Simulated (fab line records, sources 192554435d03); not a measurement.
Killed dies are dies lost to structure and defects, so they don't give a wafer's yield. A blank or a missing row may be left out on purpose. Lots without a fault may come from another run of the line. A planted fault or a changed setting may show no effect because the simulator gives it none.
A struck lot beside a sound one | flow n5_finfet | 14 steps out of a route of 1938
Sound: wafers L238.1, L238.3, L238.6. Struck: wafers L252.1, L252.4, L252.5. The cause comes at the end.
At each step with rows: each side's tool, then ch and its chambers, then its first start. Under that, the readings that differ: sound wafers | struck wafers | difference of the means | sigmas: that difference in standard deviations of wafers without a fault.
alike: readings whose means differ by less than 2 such deviations, and words and numbers that are the same on both sides. not compared: withheld readings, readings that some wafer has no value for, bounds like >300 that may hide the same value, and numbers for which the record gives no deviation and whose values overlap.
The two part at a step that has a row with sigmas, a row that says differs or no value, or rows on one side only. Numbers that don't overlap but have no deviation are shown without sigmas and don't part them. A reading that every wafer of one side lacks parts them only if that side has two wafers or more.

first, 2 steps without rows for these wafers: N5_BEOL_M1_STRIP_65 (strips in N2/H2); N5_BEOL_M1_STRIP_75 (strips in N2/H2).
N5_BEOL_M1_STRIP_66: strips in CF4.
  sound on rie_diel-04 ch 0,1, day 7 05:48; struck on rie_diel-02 ch 0,1,3, day 9 23:15
  alike: drypump_motor_current_A, oes_product_au, rf_fwd_power_W, rf_vpp_V, showerhead_plenum_p_Torr, throttle_valve_pct
  not compared: rf_hours_counter_h
N5_BEOL_M1_HM_OPEN_17: chemistry Cl2/BCl3, target TiN, target depth 20 nm, overetch 6 nm.
  sound on rie_metal-02 ch 0, day 7 05:50; struck on rie_metal-02 ch 0,1, day 9 23:17
  alike: drypump_motor_current_A, oes_product_au, rf_fwd_power_W, throttle_valve_pct
  not compared: rf_hours_counter_h
N5_BEOL_M1_STRIP_19: strips in O2.
  sound on rie_diel-05 ch 2,3, day 7 05:57; struck on rie_diel-05 ch 1,2, day 9 23:25
  alike: drypump_motor_current_A, oes_product_au, rf_vpp_V, showerhead_plenum_p_Torr, throttle_valve_pct
  not compared: rf_hours_counter_h
N5_BEOL_M1_CD_MEAS_18: pitch 36 nm, target cd 18 nm.
  sound on cd_sem-03, day 7 06:01; struck on cd_sem-02, day 9 23:29
  alike: cd_nm
then, 6 steps without rows for these wafers: N5_BEOL_M1_COAT_67 (time 60 s, resist thk 60 nm); N5_BEOL_M1_COAT_68 (time 60 s, resist thk 12 nm); N5_BEOL_M1_COAT_76 (time 60 s, resist thk 5 nm); N5_BEOL_M1_COAT_22 (resist thk 30 nm); N5_BEOL_M1_EBR_24; N5_BEOL_M1_SOFTBAKE_23 (time 60 s).
N5_BEOL_M1_EXPOSE_25: exposes mask V0, defocus 5 nm, target cd 24 nm.
  sound on euv_scanner-02 ch 0, day 7 06:11; struck on euv_scanner-02, day 9 23:40
  no value came back on the struck wafers for dipole_opening_deg (degrees), exposure_dose_mJ_cm2; on the sound wafers dipole_opening_deg (degrees) reads 30 30 30
  alike: mask
then, 1 step without rows for these wafers: N5_BEOL_M1_PEB_26 (peb time 60 s).

WHERE THEY PART
Only at N5_BEOL_M1_EXPOSE_25, within this record.

WHY: what the simulator had put in
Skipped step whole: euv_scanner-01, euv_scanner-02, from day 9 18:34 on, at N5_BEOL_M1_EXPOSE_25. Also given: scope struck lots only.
